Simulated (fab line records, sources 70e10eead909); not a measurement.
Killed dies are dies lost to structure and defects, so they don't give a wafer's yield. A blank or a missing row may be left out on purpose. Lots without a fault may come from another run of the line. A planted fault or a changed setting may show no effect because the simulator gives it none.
Problem report in the 8D (eight disciplines) form, filled by code | flow nand_harc | the parts of the form that need people (team, actions taken, sign-off) are left out

1. THE PROBLEM
heater_power_total_W at NHARC_A_BLC_SOFTBAKE_05 reads a mean of 236.10 W on 9 wafers of 3 lots; wafers without a fault read 188.47 W with a standard deviation of 0.15. That is +99 or more standard deviations from the usual mean.
The step: time 55 s.
First seen on wafer L731.1, day 27 10:00, on litho_track-01. The record holds 42 wafers of 14 lots with a number at this step. Rule for "out", or "out of limits": more than 4 standard deviations from the usual mean. The other wafers with a number count as sound.

2. WHAT IT IS AND WHAT IT IS NOT
question                    | is                     | is not
which readings at this step | heater_power_total_W   | exhaust_pa
which lots                  | L731, L732, L733       | L720, L722, L725, L726, L734, L737, L738, L739, L740, L741, L742
which wafers of those lots  | all that have a number | -
read on which tools         | litho_track-01         | litho_track-04, litho_track-06
when                        | from day 27 10:00      | up to then (12 sound wafers); but 21 sound wafers of L734, L737, L738, L739, L740, L741, L742 came after

3. SUSPECTS, AND WHAT RULES EACH OUT
Counting: a tool at a process step up to the reading stays a suspect if it ran every lot that is out and no sound lot after the first of them.
- har_cap_etch-03 at NHARC_A_CONTACT_ETCH_136 (etches the open film in C4F8/O2/Ar, time 311 s, target depth 1912 nm): ruled out as a lasting fault. Sound lots L738, L742 ran on it after its first lot that is out, L731 (day 27 06:17).
- litho_track-01 at NHARC_A_BLC_SOFTBAKE_05 (time 55 s): ruled out as a lasting fault. Sound lots L740 ran on it after its first lot that is out, L731 (day 27 10:00).
Left after counting: nothing in the record.

4. THE CAUSE (what the simulator had put in)
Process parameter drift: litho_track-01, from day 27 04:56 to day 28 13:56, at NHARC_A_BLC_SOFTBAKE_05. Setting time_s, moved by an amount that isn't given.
Counting ruled it out, wrongly.

5. THE CHAIN OF EFFECTS, in route order
Each row: a reading whose mean over the struck wafers that have a number lies more than 3 standard deviations from the usual. Only readings for which the record gives a usual standard deviation are gone through. hours: the time from each lot's start at the first step in this table that gives one to its start at this step, as a median over the lots. sigmas: the change in usual standard deviations.
hours | step                    | reading              | usual    | on struck wafers | change | sigmas
0     | NHARC_A_BLC_SOFTBAKE_05 | heater_power_total_W | 188.47 W | 236.10           | +47.63 | +99 or more
The process steps in it:
- NHARC_A_BLC_SOFTBAKE_05: time 55 s.
Later measuring or inspecting steps at which every struck wafer that the step has a row for has a number for every such reading, and none has moved that far: NHARC_A_BLC_OVL_MEAS_11, NHARC_A_BLC_CD_MEAS_19, NHARC_END_SORT_01.

6. WHAT WOULD HAVE CAUGHT IT SOONER
In this record the first reading out of limits was taken at day 27 10:00, 5 hours after the fault began at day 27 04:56.
